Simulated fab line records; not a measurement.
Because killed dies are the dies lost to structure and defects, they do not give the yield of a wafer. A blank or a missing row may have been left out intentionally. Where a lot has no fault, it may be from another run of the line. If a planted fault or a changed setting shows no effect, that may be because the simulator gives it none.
Matching of chambers    flow n5-finfet    N5_BEOL_M0_SAQP_HM_DEP_111 on pecvd-04: 3 sister chambers
The step deposits SiO2 from SiH4/N2O, target thk 12 nm, time 7.2 s. 14 wafers are shown with their chamber, then 7 later ones without.

== WAFERS WITH THEIR CHAMBER ==
wafer   chamber  showerhead-plenum-p-Torr (Torr)  showerhead-vpp-V (V)  heater-power-w (W)
L077.2  0        8.12                             977                   747
L077.3  2        7.97                             1034                  826
L077.4  2        7.96                             1028                  836
L078.1  2        7.97                             1015                  851
L078.2  1        8.10                             1028                  830
L078.5  0        8.11                             974                   620
L086.1  0        8.10                             998                   751
L086.3  1        8.15                             1033                  857
L086.5  1        8.12                             1032                  875
L087.2  2        7.97                             1022                  896
L087.4  2        7.97                             1030                  897
L087.5  1        8.12                             1026                  856
L089.1  0        8.10                             958                   748
L089.5  0        8.10                             946                   729

SIGNATURES (averages over the wafers above)
reading                   chamber 0  chamber 1  chamber 2  scatter within a chamber
showerhead-plenum-p-Torr  8.1060     8.1225     7.9680     0.0123
showerhead-vpp-V          970.60     1029.75    1025.80    12.9
heater-power-w            719.00     854.50     861.20     40.5
Rule: a wafer's distance from a chamber is the root of the sum, over the readings, of the square of ((its reading less the chamber's mean) divided by the reading's scatter). The wafer belongs to the nearest chamber; if the next one is less than 2 further off, it can't be placed. The scatter is the square root of a quotient: the sum, over the shown wafers, of each reading's squared deviation from its chamber's mean, divided by wafers minus chambers.

== WAFERS WITH NO CHAMBER GIVEN ==
wafer   showerhead-plenum-p-Torr (Torr)  showerhead-vpp-V (V)  heater-power-w (W)
L089.6  8.12                             1029                  848
L090.3  7.96                             1025                  805
L090.5  8.11                             981                   636
L090.6  7.98                             1036                  808
L096.1  8.13                             1044                  787
L096.5  8.12                             1053                  809
L096.6  8.10                             965                   721

== WHICH CHAMBER EACH ONE RAN IN ==
wafer   from the rows above  in truth
L089.6  1                    1
L090.3  2                    2
L090.5  0                    0
L090.6  2                    2
L096.1  1                    1
L096.5  1                    1
L096.6  0                    0
Correctly placed: 7 of 7. From these rows, 0 cannot be placed. Placed wrongly: 0.
